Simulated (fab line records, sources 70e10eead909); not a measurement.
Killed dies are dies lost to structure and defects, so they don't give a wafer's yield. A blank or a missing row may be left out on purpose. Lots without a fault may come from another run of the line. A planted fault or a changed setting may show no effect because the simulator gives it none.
One fault seen from 2 desks | flow nand_harc | each desk has only its own numbers; what lay behind them comes last

THE METROLOGY DESK
What the gauges read, lot by lot, whatever tool the lot ran on: means of the sampled wafers that have a number. A lot is out of limits, marked OUT, if its mean lies more than 4 standard deviations from the usual mean; the brackets give that distance.
Columns: A = thk_nm at NHARC_A_ONON_D1_THK_MEAS_14, usual 1001 nm
lot  | first seen here | A
L164 | day 8 05:29     | 1010
L169 | day 10 12:53    | 658 (-35) OUT
L170 | day 10 19:16    | 883 (-12) OUT
L171 | day 11 03:30    | 863 (-14) OUT
L176 | day 12 23:47    | 998
L178 | day 14 01:15    | 1010
L177 | day 14 01:26    | 988
L179 | day 15 02:15    | 996
L180 | day 15 02:16    | 1009
L182 | day 15 15:58    | 1017
L183 | day 16 07:46    | 1013
L186 | day 17 00:25    | 996
L185 | day 17 00:28    | 995
This desk's finding: out of limits on L169, L170, L171; first on L169, day 10 12:53 (thk_nm at NHARC_A_ONON_D1_THK_MEAS_14). In limits: L164, L176, L178, L177, L179, L180, L182, L183, L186, L185.

THE TOOL OWNER'S DESK: pecvd_onon-02
The tool's own readings at NHARC_A_ONON_D1_DEP_12 (target thk 1000 nm): means of the sampled wafers that have a number, for each lot that ran on this tool. A lot is out of limits, marked OUT, if its mean lies more than 4 standard deviations from the usual mean; the brackets give that distance.
Columns: A = sih4_flow_sccm at NHARC_A_ONON_D1_DEP_12, usual 209.9 sccm
lot  | first seen here | A
L164 | day 8 04:58     | 209.5
L169 | day 10 12:24    | 210.3
L170 | day 10 18:56    | 210.2
L171 | day 11 03:02    | 210.1
L177 | day 14 01:02    | 209.9
L179 | day 15 01:44    | 209.3
L182 | day 15 15:28    | 210.8
L186 | day 17 00:05    | 209.8
This desk's finding: nothing out of limits on any of the 8 lots.

PUT TOGETHER
The metrology desk could have raised an alarm at day 10 12:53, on L169, L170, L171.
The tool owner's desk saw nothing out of limits.
The tool owner's desk has L169, L170, L171 on record, within its limits.
Of the lots named, all ran NHARC_A_ONON_D1_DEP_12 on pecvd_onon-02.

WHAT THE SIMULATOR HAD PUT IN
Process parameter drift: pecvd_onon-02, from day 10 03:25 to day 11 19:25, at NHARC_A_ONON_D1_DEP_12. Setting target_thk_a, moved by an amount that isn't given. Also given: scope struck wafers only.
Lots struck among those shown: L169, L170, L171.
Hours from the fault's start to each desk's first reading out of limits: the metrology desk, 9.
